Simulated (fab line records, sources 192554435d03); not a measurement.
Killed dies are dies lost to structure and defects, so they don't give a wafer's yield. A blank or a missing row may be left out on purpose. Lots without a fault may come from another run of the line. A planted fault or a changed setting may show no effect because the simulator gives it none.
Split-lot experiment | flow n5_finfet | 7 lots, 21 wafers read, on a route of 1938 steps

THE SPLIT
At N5_BEOL_M13_COAT_65 (time 60 s, resist thk 350 nm), the setting spin_rpm was moved away from the recipe's 1500 rpm on 11 of the 21 wafers read, by -7.7% to +10.6%. The other wafers ran this setting at the recipe's value.

The reading is taken at the split's own step.

THE READING
SOC_of_BEOL_M13_COAT_65.thk_nm (the simulator's own value, which no gauge read), in nm, at N5_BEOL_M13_COAT_65 (time 60 s, resist thk 350 nm). The file gives no usual value for it. The 10 wafers here that ran the recipe average 350.5 nm, standard deviation 1 nm.

wafer  | tool, chamber at the split | spin_rpm as run, rpm | against the recipe | SOC_of_BEOL_M13_COAT_65.thk_nm, nm | against lot-mates on the recipe
L078.1 | litho_track-02, 0          | 1384                 | -7.7%              | 365.2                              | +14.4
L078.2 | litho_track-02, 0          | 1500                 | recipe             | 350.8                              | -
L078.6 | litho_track-02, 0          | 1384                 | -7.7%              | 364                                | +13.2
L080.1 | litho_track-03, 0          | 1625                 | +8.3%              | 336.2                              | -14.0
L080.2 | litho_track-03, 0          | 1625                 | +8.3%              | 335.8                              | -14.4
L080.6 | litho_track-03, 0          | 1500                 | recipe             | 350.2                              | -
L092.1 | litho_track-05, 0          | 1601                 | +6.7%              | 340.2                              | no lot-mate on the recipe
L092.3 | litho_track-05, 0          | 1601                 | +6.7%              | 340.6                              | no lot-mate on the recipe
L092.4 | litho_track-05, 0          | 1601                 | +6.7%              | 339.6                              | no lot-mate on the recipe
L093.2 | litho_track-05, 0          | 1659                 | +10.6%             | 332.4                              | no lot-mate on the recipe
L093.5 | litho_track-05, 0          | 1659                 | +10.6%             | 333.2                              | no lot-mate on the recipe
L093.6 | litho_track-05, 0          | 1659                 | +10.6%             | 333.6                              | no lot-mate on the recipe
L094.3 | litho_track-05, 0          | 1500                 | recipe             | 349.2                              | -
L094.4 | litho_track-05, 0          | 1500                 | recipe             | 349.8                              | -
L094.5 | litho_track-05, 0          | 1500                 | recipe             | 349                                | -
L096.1 | litho_track-03, 0          | 1500                 | recipe             | 352                                | -
L096.5 | litho_track-03, 0          | 1500                 | recipe             | 350.4                              | -
L096.6 | litho_track-03, 0          | 1500                 | recipe             | 351                                | -
L097.2 | litho_track-02, 0          | 1500                 | recipe             | 352.2                              | -
L097.4 | litho_track-02, 0          | 1574                 | +4.9%              | 342.6                              | -8.9
L097.5 | litho_track-02, 0          | 1500                 | recipe             | 350.8                              | -

THE FIT
A straight line over all 21 wafers: SOC_of_BEOL_M13_COAT_65.thk_nm changes by -1.7 nm for each +1% of spin_rpm; r = -1.00; the points scatter about the line by 0.93 nm.
The same after taking each lot's own level away (the mean of its wafers on the recipe; 15 wafers): -1.75 nm for each +1%; r = -1.00; scatter 0.55 nm.
On that fit, the largest move of spin_rpm shifts the reading by 19 nm.
The lots' own levels span 349.33 to 351.50 nm, that is 2.2 times the standard deviation above.
So the lot-to-lot level changes the slope little: the two slopes agree.
Check: with one of the wafers moved furthest among these (+8.3%) left out of the fit, the line predicts -14.7 nm for it against its lot-mates. It came out at -14 nm against them.

OTHER SPLITS ON THESE WAFERS
These wafers also went through other splits before the reading. Each is held against what the fit with the lots' levels taken away leaves over:
other split on the same wafers    | wafers away from the commonest value | r with SOC_of_BEOL_M13_COAT_65.thk_nm (lot level and that fit taken away)
N5_BEOL_M10_VIA_ETCH_34 bias_w    | 5                                    | -0.05
N5_BEOL_M10_TRENCH_ETCH_37 bias_w | 5                                    | -0.01
N5_BEOL_M11_COAT_59 spin_rpm      | 6                                    | -0.43
N5_BEOL_M11_EXPOSE_08 dose_mj     | 8                                    | -0.09

THE FILE'S OWN FIT
SOC_of_BEOL_M13_COAT_65.thk_nm changes by -1.75 nm for each +1% of spin_rpm, r = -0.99.
